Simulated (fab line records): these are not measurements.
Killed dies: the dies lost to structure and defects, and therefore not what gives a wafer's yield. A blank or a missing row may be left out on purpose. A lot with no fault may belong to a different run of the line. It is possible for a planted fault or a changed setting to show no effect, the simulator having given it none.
fab line records	flow n5Finfet
[record] lots = 24	wafers = 72	lastDay = 19
route steps=1938 shown BEOL_M1@770
lots that met no fault: from a run of the same line without faults
startH: the number of hours between the record's first day and the start of the first shown wafer of the lot	waitH: time in hours since the lot's previous step	" unchanged from the row above	L1.1+2: one row covering several wafers at once	- no value, or no start was given	* or withheld: withheld	< > ~ a bound
route shown NAME@n: NAME is a module with steps in the file, n the number in the route of the first one	usual: mean and standard deviation over wafers with no fault	same: alike in all rows	chamber/n: place in a boat	sites: each site's reading	_std_site: how widely they spread, as a standard deviation	_edge_site: mean of outer sites minus mean of inner sites	radiusMm: how far each site lies from the wafer's centre	mask NAME#n: copy n	behind: the tool/chamber that last shaped the wafer	hold: why the lot was held/for how many hours/how that ended	device: names the non-switching transistor (n, p or np)	end of line: tests run on the same wafers once the route is complete	a step without rows: its recipe alone	killed: count of dies lost to structure and defects at first sort (not the wafer's yield)	map: per-die view of a wafer (x killed, . not killed, _ where there is no die)
set.NAME: setting as actually run; set.NAME@STEP: the setting as run at that earlier step	model.NAME: the simulator's own value behind a step, which no gauge read
the route's steps for a sample of lots (tables are steps, rows are wafers)
services: when a tool's chamber went out of use (startH, in hours from the record's first day, below 0 if earlier), for how many hours, and the reason
[[steps]]
[step N5_BEOL_M1_ETCH_64]
[recipe] chemistry = N2/H2	target = SOC	targetDepthA = 750	overetchA = 150	maskMaterial = SiARC	tempC = 40	timeS = 112.5	ionEnergyEv = 200	pressureMtorr = 30	sourceW = 840	biasW = 150	n2FlowSccm = 200	h2FlowSccm = 200
[usual] drypumpMotorCurrentA = 6.1/0.51	h2FlowSccm = 200.1/0.57	oesProductAu = 0.60/0.052	rfVppV = 523.3/2.3	showerheadPlenumPTorr = 2.52/0.075	throttleValvePct = 17.88/0.21
lot.wafer	tool	chamber	startH	waitH	drypumpMotorCurrentA	h2FlowSccm	oesProductAu	rfHoursCounterH	rfVppV	showerheadPlenumPTorr	throttleValvePct
L074.1	rieDiel-06	1	121.71	0.0	5.8	200.8	0.62	131	522.3	2.46	17.62
L074.2	"	3	"	"	5.6	200.3	0.58	152	528.2	2.64	17.90
L074.6	"	3	"	"	5.6	199.9	0.58	-	528.9	2.64	17.93
L075.2	rieDiel-02	3	136.32	0.0	6.5	199.8	0.64	97	521.0	2.46	18.07
L075.3	"	0	"	"	6.6	200.0	0.59	138	523.4	2.55	18.09
L075.5	"	3	"	"	6.5	199.7	0.63	-	520.9	2.46	18.06
L076.3	rieDiel-02	2	137.45	0.0	5.8	200.1	0.55	201	524.1	2.53	17.89
L076.4	"	1	"	"	5.7	199.4	0.58	159	525.9	2.64	17.87
L076.5	"	3	"	"	6.5	200.5	0.63	-	523.5	2.46	18.09
L077.2	rieDiel-06	1	143.20	0.0	5.8	199.7	0.61	136	520.6	2.46	17.63
L077.3	"	3	"	"	5.6	199.4	0.58	157	528.0	2.64	17.93
L077.5	"	0	"	"	6.4	200.6	0.72	-	525.1	2.59	17.58
L078.3	rieDiel-02	0	148.12	0.0	6.6	200.7	0.59	142	523.1	2.55	18.10
L078.4	"	3	"	"	6.5	200.0	0.63	101	521.9	2.46	18.07
L078.6	"	3	"	"	6.5	199.3	0.63	-	522.5	2.46	18.08
L079.1	rieDiel-05	2	157.02	0.0	6.7	200.1	0.56	220	522.9	2.53	17.78
L079.3	"	3	"	"	5.2	200.3	0.58	184	523.3	2.52	17.86
L079.4	"	1	"	"	5.7	199.8	0.58	195	520.9	2.43	18.19
L080.3	rieDiel-02	2	164.32	0.0	5.9	201.3	0.56	208	522.7	2.52	17.91
L080.4	"	3	"	"	6.6	200.1	0.63	105	522.1	2.46	18.07
L080.5	"	3	"	"	6.5	201.2	0.63	-	521.3	2.46	18.09
L081.4	rieDiel-06	2	173.11	0.0	6.7	200.9	0.57	215	519.3	2.41	18.00
L081.5	"	2	"	"	6.7	199.9	0.56	-	520.6	2.41	18.00
L081.6	"	3	"	"	5.6	200.0	0.57	-	525.6	2.64	17.95
L082.1	rieDiel-02	0	179.57	0.0	6.5	200.0	0.59	151	524.2	2.55	18.10
L082.2	"	2	"	"	5.8	200.7	0.55	213	523.9	2.52	17.89
L082.4	"	3	"	"	6.5	198.9	0.62	110	521.5	2.46	18.11
L083.1	rieDiel-05	1	182.65	0.0	5.7	199.7	0.58	203	520.7	2.43	18.19
L083.4	"	3	"	"	5.2	200.9	0.58	192	524.0	2.52	17.85
L083.5	"	3	"	"	5.2	199.1	0.58	-	524.1	2.52	17.87
L084.4	rieDiel-05	1	188.32	0.1	5.7	199.9	0.57	-	520.5	2.43	18.20
L084.5	"	2	"	"	6.8	200.3	0.56	-	524.7	2.52	17.82
L084.6	"	3	"	"	5.2	198.9	0.58	-	523.9	2.52	17.85
L085.1	rieDiel-06	3	194.91	0.0	5.6	200.5	0.56	172	526.2	2.63	17.96
L085.2	"	2	"	"	6.7	199.9	0.57	221	519.6	2.41	18.02
L085.6	"	2	"	"	6.7	200.4	0.56	-	518.8	2.41	18.01
L086.2	rieDiel-02	1	198.14	0.0	5.7	200.0	0.57	177	527.0	2.64	17.88
L086.3	"	2	"	"	5.8	200.9	0.55	219	523.5	2.52	17.91
L086.4	"	0	"	"	6.6	200.8	0.58	155	525.2	2.55	18.11
L087.2	rieDiel-05	3	202.04	0.0	5.2	200.2	0.57	200	522.6	2.51	17.87
L087.3	"	1	"	"	5.7	199.5	0.56	210	521.0	2.43	18.19
L087.4	"	0	"	"	6.0	200.2	0.73	12	527.1	2.60	17.37
L088.1	rieDiel-05	2	209.85	0.0	6.7	200.7	0.56	239	523.0	2.52	17.83
L088.3	"	0	"	"	6.0	200.0	0.72	14	526.2	2.60	17.37
L088.5	"	2	"	"	6.7	200.3	0.56	-	524.4	2.52	17.85
L089.2	rieDiel-05	2	212.70	0.0	6.7	200.0	0.55	239	525.2	2.52	17.84
L089.4	"	3	"	"	5.2	199.8	0.58	203	521.5	2.51	17.88
L089.5	"	3	"	"	5.2	200.3	0.58	-	521.6	2.51	17.88
L090.1	rieDiel-06	3	215.18	0.0	5.6	200.3	0.57	178	525.7	2.63	17.97
L090.2	"	1	"	"	5.8	199.4	0.59	155	521.4	2.45	17.66
L090.4	"	0	"	"	6.4	199.7	0.69	42	525.5	2.58	17.61
L091.2	rieDiel-05	1	219.59	0.0	5.7	200.0	0.56	216	519.3	2.42	18.22
L091.4	"	2	"	"	6.7	199.5	0.56	242	521.4	2.52	17.85
L091.5	"	3	"	"	5.2	199.6	0.57	-	523.8	2.51	17.87
L092.1	rieDiel-06	1	225.45	0.0	5.8	201.1	0.59	160	520.4	2.45	17.68
L092.2	"	3	"	"	5.6	200.2	0.56	180	526.8	2.63	17.97
L092.3	"	0	"	"	6.5	200.2	0.69	47	524.1	2.58	17.63
L093.1	rieDiel-06	3	240.01	0.0	5.6	200.8	0.56	185	526.6	2.63	17.97
L093.2	"	2	"	"	6.7	198.9	0.55	235	519.2	2.40	18.02
L093.4	"	1	"	"	5.8	200.1	0.59	163	519.8	2.45	17.68
L094.2	rieDiel-05	2	248.45	0.0	6.7	201.1	0.55	249	522.4	2.52	17.85
L094.3	"	1	"	"	5.7	199.4	0.55	224	520.9	2.42	18.23
L094.4	"	0	"	"	6.0	199.9	0.70	27	526.2	2.59	17.40
L095.3	rieDiel-02	2	255.54	0.0	5.9	200.8	0.54	238	524.2	2.51	17.93
L095.4	"	3	"	"	6.5	200.0	0.60	133	520.6	2.45	18.13
L095.5	"	3	"	"	6.5	199.8	0.61	-	520.9	2.45	18.14
L096.2	rieDiel-06	1	255.71	0.0	5.8	200.5	0.59	165	522.0	2.45	17.68
L096.3	"	0	"	"	6.5	200.7	0.68	54	525.4	2.58	17.64
L096.5	"	3	"	"	5.6	200.5	0.56	-	526.5	2.63	17.99
L097.2	rieDiel-06	3	255.97	0.0	5.6	199.6	0.56	189	527.9	2.63	17.99
L097.4	"	2	"	"	6.7	200.1	0.55	239	519.6	2.40	18.04
L097.6	"	3	"	"	5.6	199.1	0.55	-	527.3	2.63	17.99
[step N5_BEOL_M1_STRIP_66]
[recipe] chemistry = CF4	resist = SiARC	powerW = 300	biasPowerW = 75	pressureMtorr = 50	cf4FlowSccm = 150	rfFrequencyHz = 6e+07
[usual] drypumpMotorCurrentA = 6.1/0.52	oesProductAu = 0.74/0.065	rfVppV = 270.8/1.3	showerheadPlenumPTorr = 1.78/0.054	throttleValvePct = 13.66/0.22
lot.wafer	tool	chamber	startH	waitH	drypumpMotorCurrentA	oesProductAu	rfHoursCounterH	rfVppV	showerheadPlenumPTorr	throttleValvePct
L074.1	rieDiel-06	1	121.84	0.0	5.8	0.77	131	270.2	1.73	13.32
L074.2	"	3	"	"	5.5	0.73	152	273.0	1.87	13.74
L074.6	"	3	"	"	5.5	0.73	-	271.7	1.87	13.75
L075.2	rieDiel-02	3	136.45	0.0	6.5	0.79	97	270.3	1.73	13.64
L075.3	"	0	"	"	6.5	0.74	138	269.5	1.78	13.70
L075.5	"	3	"	"	6.5	0.79	-	269.4	1.73	13.66
L076.3	rieDiel-02	2	137.57	0.0	5.8	0.70	201	271.5	1.77	13.71
L076.4	"	1	"	"	5.7	0.72	159	272.2	1.86	13.60
L076.5	"	3	"	"	6.5	0.80	-	271.7	1.73	13.64
L077.2	rieDiel-06	1	143.32	0.0	5.7	0.76	136	271.1	1.73	13.33
L077.3	"	3	"	"	5.6	0.72	157	272.8	1.87	13.76
L077.5	"	0	"	"	6.4	0.90	-	272.4	1.84	13.27
L078.3	rieDiel-02	0	148.25	0.0	6.5	0.73	142	269.6	1.78	13.72
L078.4	"	3	"	"	6.6	0.78	101	271.3	1.73	13.66
L078.6	"	3	"	"	6.6	0.79	-	269.6	1.73	13.65
L079.1	rieDiel-05	2	157.15	0.0	6.8	0.70	220	271.4	1.79	13.69
L079.3	"	3	"	"	5.2	0.73	184	271.5	1.79	13.71
L079.4	"	1	"	"	5.7	0.71	195	269.8	1.71	13.84
L080.3	rieDiel-02	2	164.45	0.0	5.8	0.69	208	270.4	1.77	13.73
L080.4	"	3	"	"	6.5	0.79	105	268.8	1.73	13.66
L080.5	"	3	"	"	6.6	0.78	-	269.2	1.73	13.68
L081.4	rieDiel-06	2	173.24	0.0	6.7	0.70	215	270.0	1.72	13.90
L081.5	"	2	"	"	6.7	0.71	-	269.1	1.72	13.91
L081.6	"	3	"	"	5.6	0.72	-	272.2	1.87	13.78
L082.1	rieDiel-02	0	179.70	0.0	6.5	0.73	151	271.7	1.78	13.73
L082.2	"	2	"	"	5.8	0.70	213	271.1	1.77	13.72
L082.4	"	3	"	"	6.5	0.79	110	268.3	1.73	13.68
L083.1	rieDiel-05	1	182.78	0.0	5.7	0.72	203	270.3	1.71	13.87
L083.4	"	3	"	"	5.2	0.72	192	271.6	1.79	13.71
L083.5	"	3	"	"	5.2	0.72	-	271.2	1.79	13.71
L084.4	rieDiel-05	1	188.41	0.0	5.7	0.71	-	269.6	1.71	13.89
L084.5	"	2	"	"	6.7	0.70	-	269.7	1.79	13.71
L084.6	"	3	"	"	5.2	0.72	-	270.2	1.79	13.71
L085.1	rieDiel-06	3	195.04	0.0	5.6	0.71	172	273.5	1.87	13.79
L085.2	"	2	"	"	6.7	0.70	221	269.4	1.72	13.91
L085.6	"	2	"	"	6.7	0.71	-	270.3	1.72	13.92
L086.2	rieDiel-02	1	198.27	0.0	5.7	0.71	178	272.1	1.85	13.62
L086.3	"	2	"	"	5.9	0.69	219	271.4	1.76	13.74
L086.4	"	0	"	"	6.5	0.73	155	270.7	1.77	13.75
L087.2	rieDiel-05	3	202.16	0.0	5.2	0.72	200	272.8	1.79	13.72
L087.3	"	1	"	"	5.7	0.70	210	268.1	1.71	13.90
L087.4	"	0	"	"	6.0	0.91	12	272.4	1.85	13.17
L088.1	rieDiel-05	2	209.98	0.0	6.8	0.69	239	271.7	1.79	13.74
L088.3	"	0	"	"	5.9	0.91	14	270.6	1.85	13.19
L088.5	"	2	"	"	6.8	0.69	-	271.4	1.79	13.73
L089.2	rieDiel-05	2	212.82	0.0	6.7	0.69	239	271.5	1.79	13.73
L089.4	"	3	"	"	5.2	0.72	203	272.6	1.79	13.73
L089.5	"	3	"	"	5.2	0.72	-	271.0	1.79	13.73
L090.1	rieDiel-06	3	215.30	0.0	5.6	0.70	178	272.7	1.86	13.81
L090.2	"	1	"	"	5.7	0.75	155	268.8	1.72	13.39
L090.4	"	0	"	"	6.4	0.87	42	272.6	1.84	13.31
L091.2	rieDiel-05	1	219.72	0.0	5.7	0.71	216	269.1	1.71	13.91
L091.4	"	2	"	"	6.7	0.69	242	271.0	1.79	13.75
L091.5	"	3	"	"	5.2	0.71	-	272.4	1.79	13.74
L092.1	rieDiel-06	1	225.58	0.0	5.8	0.74	160	270.0	1.72	13.40
L092.2	"	3	"	"	5.5	0.70	180	272.6	1.86	13.82
L092.3	"	0	"	"	6.4	0.85	47	270.0	1.83	13.34
L093.1	rieDiel-06	3	240.14	0.0	5.5	0.70	185	271.4	1.86	13.82
L093.2	"	2	"	"	6.7	0.70	235	267.5	1.72	13.95
L093.4	"	1	"	"	5.8	0.74	163	270.1	1.72	13.41
L094.2	rieDiel-05	2	248.58	0.0	6.8	0.68	249	269.4	1.78	13.76
L094.3	"	1	"	"	5.7	0.69	224	268.8	1.70	13.92
L094.4	"	0	"	"	5.9	0.87	27	271.3	1.85	13.21
L095.3	rieDiel-02	2	255.67	0.0	5.9	0.67	238	269.4	1.76	13.79
L095.4	"	3	"	"	6.6	0.76	133	270.5	1.72	13.72
L095.5	"	3	"	"	6.5	0.76	-	269.6	1.72	13.74
L096.2	rieDiel-06	1	255.83	0.0	5.8	0.74	165	270.4	1.72	13.40
L096.3	"	0	"	"	6.4	0.85	55	270.7	1.83	13.33
L096.5	"	3	"	"	5.6	0.70	-	272.5	1.86	13.84
L097.2	rieDiel-06	3	256.10	0.0	5.5	0.70	189	272.8	1.86	13.84
L097.4	"	2	"	"	6.7	0.69	239	270.1	1.72	13.95
L097.6	"	3	"	"	5.6	0.70	-	272.3	1.86	13.84
[step N5_BEOL_M1_OCD_MEAS_38]
[usual] trenchDepthNm = 54.7/1.3
lot.wafer	tool	chamber	startH	waitH	trenchDepthNm
L074.1	ocd-01	-	139.03	-	55.1
L074.2	"	-	"	"	56.0
L074.6	"	-	"	"	54.0
L075.2	ocd-01	-	147.35	-	55.1
L075.3	"	-	"	"	55.4
L075.5	"	-	"	"	55.3
L076.3	ocd-02	-	147.50	-	56.3
L076.4	"	-	"	"	54.4
L076.5	"	-	"	"	56.1
L078.3	ocd-01	-	152.93	-	54.5
L078.4	"	-	"	"	52.9
L078.6	"	-	"	"	52.7
L077.2	ocd-02	-	153.04	-	53.8
L077.3	"	-	"	"	55.1
L077.5	"	-	"	"	52.4
L079.1	ocd-02	-	159.48	-	54.2
L079.3	"	-	"	"	55.3
L079.4	"	-	"	"	54.5
L080.3	ocd-01	-	169.51	-	52.8
L080.4	"	-	"	"	56.0
L080.5	"	-	"	"	54.6
L081.4	ocd-01	-	183.35	-	56.6
L081.5	"	-	"	"	56.9
L081.6	"	-	"	"	56.6
L083.1	ocd-02	-	187.28	-	54.8
L083.4	"	-	"	"	53.6
L083.5	"	-	"	"	55.2
L082.1	ocd-01	-	187.50	-	54.8
L082.2	"	-	"	"	57.4
L082.4	"	-	"	"	56.8
L084.4	ocd-01	-	191.00	-	53.3
L084.5	"	-	"	"	52.8
L084.6	"	-	"	"	55.5
L085.1	ocd-02	-	197.21	-	53.5
L085.2	"	-	"	"	56.7
L085.6	"	-	"	"	56.4
L086.2	ocd-02	-	206.76	-	55.2
L086.3	"	-	"	"	55.2
L086.4	"	-	"	"	52.6
L087.2	ocd-01	-	212.53	-	52.7
L087.3	"	-	"	"	55.8
L087.4	"	-	"	"	54.0
L090.1	ocd-02	-	220.57	-	55.4
L090.2	"	-	"	"	54.7
L090.4	"	-	"	"	54.8
L088.1	ocd-01	-	221.32	-	54.5
L088.3	"	-	"	"	53.0
L088.5	"	-	"	"	56.2
L089.2	ocd-02	-	221.36	-	54.5
L089.4	"	-	"	"	53.2
L089.5	"	-	"	"	55.7
L091.2	ocd-02	-	224.49	-	55.1
L091.4	"	-	"	"	53.6
L091.5	"	-	"	"	54.8
L092.1	ocd-01	-	231.56	-	57.0
L092.2	"	-	"	"	56.6
L092.3	"	-	"	"	54.5
L093.1	ocd-02	-	258.25	-	51.7
L093.2	"	-	"	"	54.8
L093.4	"	-	"	"	51.2
L094.2	ocd-02	-	258.72	-	55.3
L094.3	"	-	"	"	52.5
L094.4	"	-	"	"	53.9
L095.3	ocd-01	-	258.75	-	55.7
L095.4	"	-	"	"	52.9
L095.5	"	-	"	"	53.0
L097.2	ocd-01	-	263.07	-	54.9
L097.4	"	-	"	"	52.2
L097.6	"	-	"	"	53.4
L096.2	ocd-02	-	263.44	-	54.4
L096.3	"	-	"	"	55.0
L096.5	"	-	"	"	55.0
[step N5_BEOL_M1_ANNEAL_80]
[recipe] tempC = 400	timeS = 240	ambient = vacuum
[usual] heaterPowerW = 852/60	susceptorTempC = 400.02/0.22
lot.wafer	tool	chamber	startH	waitH	heaterPowerW	susceptorTempC
L074.1	pvdSputter-02	-	140.16	0.0	1028	400.13
L074.2	"	-	"	"	843	399.77
L074.6	"	-	"	"	829	399.98
L075.2	pvdSputter-02	-	149.16	0.0	833	400.09
L075.3	"	-	"	"	808	399.81
L075.5	"	-	"	"	831	400.36
L076.3	pvdSputter-03	-	149.35	0.0	813	399.81
L076.4	"	-	"	"	815	399.92
L076.5	"	-	"	"	847	399.95
L078.3	pvdSputter-01	-	154.23	0.0	797	400.01
L078.4	"	-	"	"	864	399.96
L078.6	"	-	"	"	793	399.79
L077.2	pvdSputter-02	-	154.42	0.0	1014	400.10
L077.3	"	-	"	"	838	400.55
L077.5	"	-	"	"	826	399.75
L079.1	pvdSputter-02	-	160.91	0.0	843	399.90
L079.3	"	-	"	"	809	399.71
L079.4	"	-	"	"	1019	400.04
L080.3	pvdSputter-02	-	170.94	0.0	797	399.48
L080.4	"	-	"	"	850	399.73
L080.5	"	-	"	"	1013	400.33
L081.4	pvdSputter-01	-	184.83	0.0	854	400.00
L081.5	"	-	"	"	838	400.22
L081.6	"	-	"	"	865	400.13
L083.1	pvdSputter-02	-	188.86	0.0	808	400.19
L083.4	"	-	"	"	805	399.80
L083.5	"	-	"	"	813	400.20
L082.1	pvdSputter-01	-	189.21	0.0	787	400.17
L082.2	"	-	"	"	852	400.02
L082.4	"	-	"	"	831	399.74
L084.4	pvdSputter-03	-	192.62	0.0	866	399.95
L084.5	"	-	"	"	851	400.17
L084.6	"	-	"	"	803	400.10
L085.1	pvdSputter-03	-	199.12	0.0	845	400.11
L085.2	"	-	"	"	834	399.93
L085.6	"	-	"	"	863	400.43
L086.2	pvdSputter-01	-	208.66	0.0	824	399.91
L086.3	"	-	"	"	850	399.99
L086.4	"	-	"	"	861	400.00
L087.2	pvdSputter-01	-	214.98	0.0	889	399.96
L087.3	"	-	"	"	833	399.84
L087.4	"	-	"	"	803	400.28
L090.1	pvdSputter-03	-	222.26	0.0	857	399.67
L090.2	"	-	"	"	836	400.01
L090.4	"	-	"	"	896	399.74
L088.1	pvdSputter-02	-	223.04	0.0	1013	399.78
L088.3	"	-	"	"	820	400.40
L088.5	"	-	"	"	811	399.84
L089.2	pvdSputter-03	-	224.10	0.0	821	400.26
L089.4	"	-	"	"	847	399.99
L089.5	"	-	"	"	803	400.55
L091.2	pvdSputter-03	-	226.06	0.0	814	399.88
L091.4	"	-	"	"	836	400.18
L091.5	"	-	"	"	894	399.86
L092.1	pvdSputter-01	-	232.96	0.0	866	400.27
L092.2	"	-	"	"	798	399.76
L092.3	"	-	"	"	855	400.27
L093.1	pvdSputter-01	-	259.66	0.0	782	400.09
L093.2	"	-	"	"	865	400.30
L093.4	"	-	"	"	861	399.46
L094.2	pvdSputter-01	-	261.58	0.0	791	399.90
L094.3	"	-	"	"	845	399.98
L094.4	"	-	"	"	902	399.96
L095.3	pvdSputter-02	-	261.74	0.0	779	399.99
L095.4	"	-	"	"	1029	400.04
L095.5	"	-	"	"	864	399.65
L097.2	pvdSputter-01	-	264.40	0.0	823	400.00
L097.4	"	-	"	"	831	400.13
L097.6	"	-	"	"	846	400.01
L096.2	pvdSputter-01	-	266.24	0.0	770	399.84
L096.3	"	-	"	"	862	400.02
L096.5	"	-	"	"	795	399.90
[step N5_BEOL_M1_SPUTTER_86]
[recipe] material = Cu	targetThkA = 45	tempC = -20	chamberPressurePa = 0.07	powerW = withheld	timeS = 8.29
[usual] susceptorTempC = -19.99/0.099	throttleValvePct = 29.3/1.1
lot.wafer	tool	chamber	startH	waitH	susceptorTempC	throttleValvePct
L074.1	pvdSputter-02	-	140.52	0.1	-19.95	28.4
L074.2	"	-	"	"	-19.91	30.3
L074.6	"	-	"	"	-19.92	30.4
L075.2	pvdSputter-02	-	149.52	0.1	-20.03	30.3
L075.3	"	-	"	"	-19.92	30.5
L075.5	"	-	"	"	-19.94	30.5
L076.3	pvdSputter-03	-	149.71	0.1	-20.14	29.4
L076.4	"	-	"	"	-20.02	30.0
L076.5	"	-	"	"	-19.86	29.2
L078.3	pvdSputter-01	-	154.59	0.1	-19.98	28.6
L078.4	"	-	"	"	-20.07	30.2
L078.6	"	-	"	"	-19.94	28.4
L077.2	pvdSputter-02	-	154.78	0.1	-19.95	28.5
L077.3	"	-	"	"	-20.02	30.6
L077.5	"	-	"	"	-20.06	26.5
L079.1	pvdSputter-02	-	161.27	0.1	-20.05	30.2
L079.3	"	-	"	"	-20.11	30.8
L079.4	"	-	"	"	-19.79	28.5
L080.3	pvdSputter-02	-	171.30	0.1	-19.91	26.9
L080.4	"	-	"	"	-20.10	30.2
L080.5	"	-	"	"	-19.97	28.3
L081.4	pvdSputter-01	-	185.19	0.1	-20.13	30.1
L081.5	"	-	"	"	-20.12	29.0
L081.6	"	-	"	"	-20.02	29.8
L083.1	pvdSputter-02	-	189.22	0.1	-20.08	30.7
L083.4	"	-	"	"	-19.99	26.6
L083.5	"	-	"	"	-20.25	30.5
L082.1	pvdSputter-01	-	189.57	0.1	-19.93	28.5
L082.2	"	-	"	"	-20.02	30.1
L082.4	"	-	"	"	-19.90	29.0
L084.4	pvdSputter-03	-	192.98	0.1	-19.96	29.1
L084.5	"	-	"	"	-19.89	29.4
L084.6	"	-	"	"	-20.12	29.6
L085.1	pvdSputter-03	-	199.48	0.1	-20.01	28.9
L085.2	"	-	"	"	-20.04	29.8
L085.6	"	-	"	"	-19.81	30.1
L086.2	pvdSputter-01	-	209.02	0.1	-20.02	29.1
L086.3	"	-	"	"	-19.83	30.2
L086.4	"	-	"	"	-20.03	30.2
L087.2	pvdSputter-01	-	215.34	0.1	-19.99	30.1
L087.3	"	-	"	"	-19.89	29.1
L087.4	"	-	"	"	-20.04	28.4
L090.1	pvdSputter-03	-	222.62	0.1	-19.86	29.3
L090.2	"	-	"	"	-19.88	30.1
L090.4	"	-	"	"	-19.93	29.8
L088.1	pvdSputter-02	-	223.40	0.1	-20.02	28.7
L088.3	"	-	"	"	-19.96	30.5
L088.5	"	-	"	"	-19.95	26.5
L089.2	pvdSputter-03	-	224.46	0.1	-20.00	30.0
L089.4	"	-	"	"	-19.85	29.2
L089.5	"	-	"	"	-20.13	30.0
L091.2	pvdSputter-03	-	226.42	0.1	-19.94	29.7
L091.4	"	-	"	"	-20.00	28.9
L091.5	"	-	"	"	-19.94	30.2
L092.1	pvdSputter-01	-	233.32	0.1	-20.08	30.2
L092.2	"	-	"	"	-20.08	28.3
L092.3	"	-	"	"	-20.11	29.1
L093.1	pvdSputter-01	-	260.02	0.1	-19.82	28.5
L093.2	"	-	"	"	-19.97	30.1
L093.4	"	-	"	"	-20.01	30.1
L094.2	pvdSputter-01	-	261.94	0.1	-19.88	28.5
L094.3	"	-	"	"	-19.84	28.8
L094.4	"	-	"	"	-20.08	30.0
L095.3	pvdSputter-02	-	262.10	0.1	-19.91	30.7
L095.4	"	-	"	"	-19.87	28.4
L095.5	"	-	"	"	-19.98	30.4
L097.2	pvdSputter-01	-	264.76	0.1	-20.01	29.1
L097.4	"	-	"	"	-19.99	30.1
L097.6	"	-	"	"	-19.97	30.4
L096.2	pvdSputter-01	-	266.60	0.1	-20.02	28.5
L096.3	"	-	"	"	-19.92	30.3
L096.5	"	-	"	"	-20.10	28.4
[step N5_BEOL_M1_ANNEAL_51]
[recipe] tempC = 225	timeS = 90	ambient = N2
[usual] wafer_temp_C_max = 226.1/0.35
lot.wafer	tool	chamber	startH	waitH	wafer_temp_C_max
L074.1	rtpAnneal-02	0	141.82	0.1	225.8
L074.2	"	0	"	"	226.8
L074.6	"	0	"	"	226.0
L075.2	rtpAnneal-01	0	150.88	0.1	226.0
L075.3	"	0	"	"	225.9
L075.5	"	0	"	"	225.6
L076.3	rtpAnneal-02	0	151.10	0.1	226.5
L076.4	"	0	"	"	226.6
L076.5	"	0	"	"	226.2
L078.3	rtpAnneal-02	0	155.98	0.1	226.2
L078.4	"	0	"	"	226.3
L078.6	"	0	"	"	226.2
L077.2	rtpAnneal-01	0	156.14	0.1	226.0
L077.3	"	0	"	"	225.9
L077.5	"	0	"	"	225.8
L079.1	rtpAnneal-02	0	162.56	0.1	226.4
L079.3	"	0	"	"	226.2
L079.4	"	0	"	"	226.1
L080.3	rtpAnneal-01	0	172.69	0.1	226.2
L080.4	"	0	"	"	225.6
L080.5	"	0	"	"	226.0
L081.4	rtpAnneal-02	0	186.62	0.2	226.5
L081.5	"	0	"	"	226.4
L081.6	"	0	"	"	226.4
L083.1	rtpAnneal-02	0	190.52	0.1	226.3
L083.4	"	0	"	"	226.0
L083.5	"	0	"	"	226.3
L082.1	rtpAnneal-01	0	190.87	0.1	225.7
L082.2	"	0	"	"	225.6
L082.4	"	0	"	"	225.9
L084.4	rtpAnneal-02	0	194.47	0.2	226.7
L084.5	"	0	"	"	226.5
L084.6	"	0	"	"	226.7
L085.1	rtpAnneal-01	0	200.77	0.1	225.8
L085.2	"	0	"	"	225.6
L085.6	"	0	"	"	226.0
L086.2	rtpAnneal-01	0	210.36	0.1	225.8
L086.3	"	0	"	"	226.1
L086.4	"	0	"	"	226.1
L087.2	rtpAnneal-01	0	216.70	0.1	226.1
L087.3	"	0	"	"	225.9
L087.4	"	0	"	"	226.3
L090.1	rtpAnneal-01	0	223.91	0.1	226.0
L090.2	"	0	"	"	225.8
L090.4	"	0	"	"	225.9
L088.1	rtpAnneal-01	0	224.69	0.1	225.3
L088.3	"	0	"	"	225.5
L088.5	"	0	"	"	225.7
L089.2	rtpAnneal-01	0	226.32	0.6	226.2
L089.4	"	0	"	"	226.3
L089.5	"	0	"	"	225.9
L091.2	rtpAnneal-01	0	227.85	0.2	226.1
L091.4	"	0	"	"	225.6
L091.5	"	0	"	"	225.6
L092.1	rtpAnneal-01	0	234.62	0.1	226.0
L092.2	"	0	"	"	225.9
L092.3	"	0	"	"	226.0
L093.1	rtpAnneal-02	0	261.33	0.1	226.2
L093.2	"	0	"	"	226.8
L093.4	"	0	"	"	226.2
L094.2	rtpAnneal-02	0	263.28	0.1	226.5
L094.3	"	0	"	"	227.1
L094.4	"	0	"	"	226.8
L095.3	rtpAnneal-01	0	263.48	0.1	225.7
L095.4	"	0	"	"	225.7
L095.5	"	0	"	"	226.2
L097.2	rtpAnneal-01	0	266.10	0.1	225.6
L097.4	"	0	"	"	225.5
L097.6	"	0	"	"	225.5
L096.2	rtpAnneal-02	0	267.94	0.1	225.8
L096.3	"	0	"	"	226.0
L096.5	"	0	"	"	226.5
[[services]]
tool	chamber	startH	hours	kind
pvdSputter-03	-	120.94	3.7	repair
pvdSputter-01	-	121.58	6.0	repair
rieDiel-05	0	122.27	-	clean
rieDiel-05	0	122.27	-	consumableReplace:focusRing
rieDiel-05	0	122.27	24.0	scheduledDown
rieDiel-05	0	122.27	24.0	ventCycle
pvdSputter-01	-	130.92	7.7	repair
rieDiel-05	1	198.10	1.3	repair
rieDiel-06	3	216.58	5.0	repair
rieDiel-06	1	240.99	8.6	repair
rtpAnneal-01	-	244.32	0.9	pm
rieDiel-05	2	250.56	-	clean
rieDiel-05	2	250.56	-	consumableReplace:focusRing
rieDiel-05	2	250.56	17.4	scheduledDown
rieDiel-05	2	250.56	17.4	ventCycle
[[key]]
fault none
